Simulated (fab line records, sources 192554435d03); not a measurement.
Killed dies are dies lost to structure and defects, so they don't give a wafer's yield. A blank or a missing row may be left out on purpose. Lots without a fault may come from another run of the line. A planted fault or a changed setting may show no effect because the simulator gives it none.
Chamber matching | flow n5_finfet | N5_BEOL_M3_ALD_84 on ald_metal-03: 3 sister chambers
The step deposits TaN, pulse time 2 s, purge time 3 s, co reactant purge time 2 s. 6 wafers are shown with their chamber, then 6 later ones without.

WAFERS WITH THEIR CHAMBER
wafer  | chamber | heater_power_w (W) | heater_power_outer_w (W)
L080.4 | 0       | 366                | 214
L083.5 | 3       | 371                | 214
L086.1 | 3       | 382                | 219
L086.2 | 2       | 426                | 247
L086.3 | 0       | 381                | 219
L090.1 | 2       | 436                | 238

WAFERS WITHOUT THEIR CHAMBER
wafer  | heater_power_w (W) | heater_power_outer_w (W)
L090.6 | 377                | 209
L089.2 | 437                | 243
L089.3 | 374                | 213
L089.6 | 372                | 211
L096.1 | 440                | 240
L096.5 | 431                | 243

WHICH CHAMBER EACH WENT THROUGH
wafer  | from the rows above     | in truth
L090.6 | can't be placed: 3 or 0 | 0
L089.2 | 2                       | 2
L089.3 | can't be placed: 0 or 3 | 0
L089.6 | can't be placed: 0 or 3 | 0
L096.1 | 2                       | 2
L096.5 | 2                       | 2
Placed correctly: 3 of 6. Can't be placed from these rows: 3 (the true chamber is among the candidates in 3). Placed wrongly: 0.
How it was worked out, from the rows above alone: a wafer's distance from a chamber is the root of the sum, over the readings, of the square of ((its reading less the chamber's mean) divided by the reading's scatter). The wafer belongs to the nearest chamber; if the next one is less than 2 further off, it can't be placed. A chamber's mean is the mean of its shown wafers. The scatter: the root of (the sum of the squares of (reading less its chamber's mean) over the shown wafers, divided by (wafers less chambers)).
